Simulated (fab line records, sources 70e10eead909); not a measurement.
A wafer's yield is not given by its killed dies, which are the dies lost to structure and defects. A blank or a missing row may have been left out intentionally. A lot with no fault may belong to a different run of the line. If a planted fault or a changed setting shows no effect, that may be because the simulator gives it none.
Which tool did it? -- flow nand-harc -- 13 lots, 39 wafers sampled, at 5 steps of a route of 1302

== WHAT THE GAUGES SHOWED, per wafer ==
NHARC_A_SLIT_CD_MEAS_21. Usual: cd-nm at 289.7 nm, with a standard deviation of 0.72.
lot,measured,on,cd-nm (nm),flag
L502,day 20 04:47,cd-sem-02,290.0 289.5 290.2,
L505,day 21 10:53,cd-sem-02,290.7 290.0 289.6,
L506,day 21 22:30,cd-sem-03,290.2 291.2 290.1,
L508,day 23 00:14,cd-sem-02,289.6 290.3 290.1,
L512,day 24 00:29,cd-sem-02,289.9 290.1 289.5,
L511,day 24 12:20,cd-sem-02,289.0 289.1 289.7,
L514,day 25 01:25,cd-sem-01,290.5 290.0 289.2,
L515,day 25 19:17,cd-sem-03,289.9 289.8 289.5,
L516,day 26 07:32,cd-sem-03,289.0 289.8 288.6,
L523,day 29 01:35,cd-sem-01,289.7 289.7 290.6,
L522,day 29 04:15,cd-sem-03,289.7 290.3 290.5,
L525,day 29 20:05,cd-sem-01,290.0 289.9 290.5,
L524,day 29 23:54,cd-sem-01,289.3 288.1 288.6,

NHARC_END_SORT_01. Usual: killed-at-array 52, standard deviation 20; killed-at-other 1.0, standard deviation 1.3; killed-at-periphery 3.7, standard deviation 2.2; killed-dies 57, standard deviation 20; killed-open 3.2, standard deviation 1.6; killed-short 2.4, standard deviation 1.6.
lot,measured,on,killed-at-array,killed-at-other,killed-at-periphery,killed-dies,killed-open,killed-short,flag
L512,day 28 09:48,prober-01,84 90 94,0 0 0,8 8 9,92 98 103,3 6 3,0 3 2,
L511,day 28 17:42,prober-01,90 72 73,0 2 3,1 4 2,91 78 78,5 3 1,4 5 4,

== WHAT TOOL EACH LOT RAN ON (gives the tool, then ch and the chambers of the sampled wafers, and finally the start) ==
lot,NHARC_A_SLIT_STRIP_18,NHARC_A_WL_FILL_ALD_02,NHARC_A_WL_FILL_ETCHBACK_04
L502,"rie-diel-05 ch 0,1,3, day 20 04:47 or earlier","ald-metal-01 ch 1,2,3, day 20 11:48","rie-metal-03 ch 0,1, day 20 12:39"
L505,"rie-diel-03 ch 0,3, day 21 10:53 or earlier","ald-metal-03 ch 0,2,3, day 22 01:10","rie-metal-02 ch 0,1, day 22 01:58"
L506,"rie-diel-03 ch 0,2,3, day 21 22:30 or earlier","ald-metal-01 ch 0,2, day 22 06:58","rie-metal-01 ch 0,1, day 22 07:46"
L508,"rie-diel-05 ch 0,3, day 23 00:14 or earlier","ald-metal-02 ch 1,2,3, day 23 07:23","rie-metal-03 ch 0,1, day 23 08:10"
L512,"rie-diel-03 ch 0,3, day 24 00:29 or earlier","ald-metal-01 ch 0,1,3, day 24 07:20","rie-metal-03 ch 0,1, day 24 08:26"
L511,"rie-diel-06 ch 1,2,3, day 24 12:20 or earlier","ald-metal-01 ch 0,2,3, day 24 19:34","rie-metal-03 ch 1, day 24 20:20"
L514,"rie-diel-06 ch 0,2,3, day 25 01:25 or earlier","ald-metal-02 ch 0,2,3, day 25 09:31","rie-metal-03 ch 0,1, day 25 10:20"
L515,"rie-diel-03 ch 0,2,3, day 25 19:17 or earlier","ald-metal-01 ch 0,1,3, day 26 02:44","rie-metal-03 ch 0,1, day 26 03:32"
L516,"rie-diel-06 ch 1,2, day 26 07:32 or earlier","ald-metal-01 ch 1,2,3, day 26 16:54","rie-metal-03 ch 0,1, day 26 17:44"
L523,"rie-diel-06 ch 0,1,2, day 29 01:35 or earlier","ald-metal-02 ch 0,1,3, day 29 08:46","rie-metal-03 ch 0,1, day 29 09:35"
L522,"rie-diel-03 ch 2,3, day 29 04:15 or earlier","ald-metal-01 ch 1,3, day 29 13:31","rie-metal-02 ch 1, day 29 14:23"
L525,"rie-diel-05 ch 0,2,3, day 29 20:05 or earlier","ald-metal-03 ch 1,2,3, day 30 03:26","rie-metal-01 ch 0,1, day 30 04:14"
L524,"rie-diel-03 ch 2,3, day 29 23:54 or earlier","ald-metal-03 ch 0,1, day 30 08:05","rie-metal-01 ch 0,1, day 30 08:54"
- NHARC_A_SLIT_STRIP_18: strips in O2.
- NHARC_A_WL_FILL_ALD_02: deposits TiN, target thk 2 nm, pulse time 3 s, ald cycles 100.
- NHARC_A_WL_FILL_ETCHBACK_04: etches the open film in NF3, target depth 60 nm, time 120 s.

== WHAT THE TOOLS THEMSELVES READ (means of the sampled wafers that have a number; where no wafer has one, the mark that the record gives instead) ==
NHARC_A_SLIT_STRIP_18. Usual: drypump-motor-current-A 5.7 A, standard deviation 0.4; mfc-ar-sccm 0.006 sccm, standard deviation 0.0094; oes-product-au 0.998 a.u., standard deviation 0.0092; rf-vpp-V 57.6 V, standard deviation 0.93; showerhead-plenum-p-Torr 3.49 Torr, standard deviation 0.18; throttle-valve-pct 17.035 %, standard deviation 0.0088.
lot,tool,drypump-motor-current-A (A),mfc-ar-sccm (sccm),oes-product-au (a.u.),rf-vpp-V (V),showerhead-plenum-p-Torr (Torr),throttle-valve-pct (%),flag
L502,rie-diel-05,5.5,0.005,0.982,57.4,3.53,17.033,
L505,rie-diel-03,5.6,0.004,1.000,57.3,3.40,17.041,
L506,rie-diel-03,5.7,0.004,1.002,57.4,3.36,17.038,
L508,rie-diel-05,5.7,0.001,0.993,58.0,3.43,17.039,
L512,rie-diel-03,5.6,0.004,0.997,57.7,3.40,17.036,
L511,rie-diel-06,5.6,0.004,1.000,57.2,3.56,17.037,
L514,rie-diel-06,5.6,0.004,0.998,57.0,3.41,17.026,
L515,rie-diel-03,5.7,0.004,0.998,57.5,3.36,17.029,
L516,rie-diel-06,5.6,0.001,1.009,58.4,3.60,17.035,
L523,rie-diel-06,5.4,0.001,1.002,57.6,3.46,17.040,
L522,rie-diel-03,5.5,0.000,1.000,58.1,3.36,17.040,
L525,rie-diel-05,5.6,0.013,1.005,57.3,3.58,17.033,
L524,rie-diel-03,5.4,0.000,1.007,56.9,3.40,17.040,

NHARC_A_WL_FILL_ALD_02. Usual: heater-power-w 1080 W, standard deviation 110; precursor-pulse-height-rel 1.001, standard deviation 0.019.
lot,tool,heater-power-w (W),precursor-pulse-height-rel,flag
L502,ald-metal-01,1087,0.997,
L505,ald-metal-03,1063,1.003,
L506,ald-metal-01,1140,0.981,
L508,ald-metal-02,1086,1.002,
L512,ald-metal-01,1175,0.996,
L511,ald-metal-01,1125,1.009,
L514,ald-metal-02,1030,0.997,
L515,ald-metal-01,1187,1.021,
L516,ald-metal-01,1090,0.993,
L523,ald-metal-02,1158,0.999,
L522,ald-metal-01,1159,1.015,
L525,ald-metal-03,1057,1.001,
L524,ald-metal-03,1007,0.990,

NHARC_A_WL_FILL_ETCHBACK_04. Usual: drypump-motor-current-A 5.7 A, standard deviation 0.5; oes-product-au 0.998 a.u., standard deviation 0.0065.
lot,tool,drypump-motor-current-A (A),oes-product-au (a.u.),flag
L502,rie-metal-03,6.0,0.997,
L505,rie-metal-02,5.7,1.000,
L506,rie-metal-01,5.5,1.005,
L508,rie-metal-03,6.0,0.994,
L512,rie-metal-03,5.5,0.994,
L511,rie-metal-03,6.4,1.000,
L514,rie-metal-03,6.0,1.080,OFF
L515,rie-metal-03,6.0,1.078,OFF
L516,rie-metal-03,5.5,1.081,OFF
L523,rie-metal-03,5.5,0.996,
L522,rie-metal-02,6.1,1.007,
L525,rie-metal-01,5.4,0.988,
L524,rie-metal-01,5.4,1.004,

== THE ANSWER, worked out from the rows above alone ==
Rule: lot off if the mean of its wafers having a number is beyond 3 standard deviations from the usual mean. Also off: a lot with no number at a reading for which 4 or more lots have one. All remaining lots with rows at the step are treated as sound. First the gauges in route order, then the tools' own readings, where a lot's mean is used as printed above. The first step at which some lot is off is used, and at that step the reading that is off furthest; a lot without a number counts as furthest.
Off: L514, L515, L516 (NHARC_A_WL_FILL_ETCHBACK_04, oes-product-au).
A tool fits if, at that step or a process step before it, it ran every lot that is off, and no sound lot after the first of them. NHARC_A_SLIT_STRIP_18: start missing for some lots; hours and lot order therefore follow NHARC_A_SLIT_CD_MEAS_21. Of those tried, none fits.

== WHAT THE SIMULATOR HAD INSERTED ==
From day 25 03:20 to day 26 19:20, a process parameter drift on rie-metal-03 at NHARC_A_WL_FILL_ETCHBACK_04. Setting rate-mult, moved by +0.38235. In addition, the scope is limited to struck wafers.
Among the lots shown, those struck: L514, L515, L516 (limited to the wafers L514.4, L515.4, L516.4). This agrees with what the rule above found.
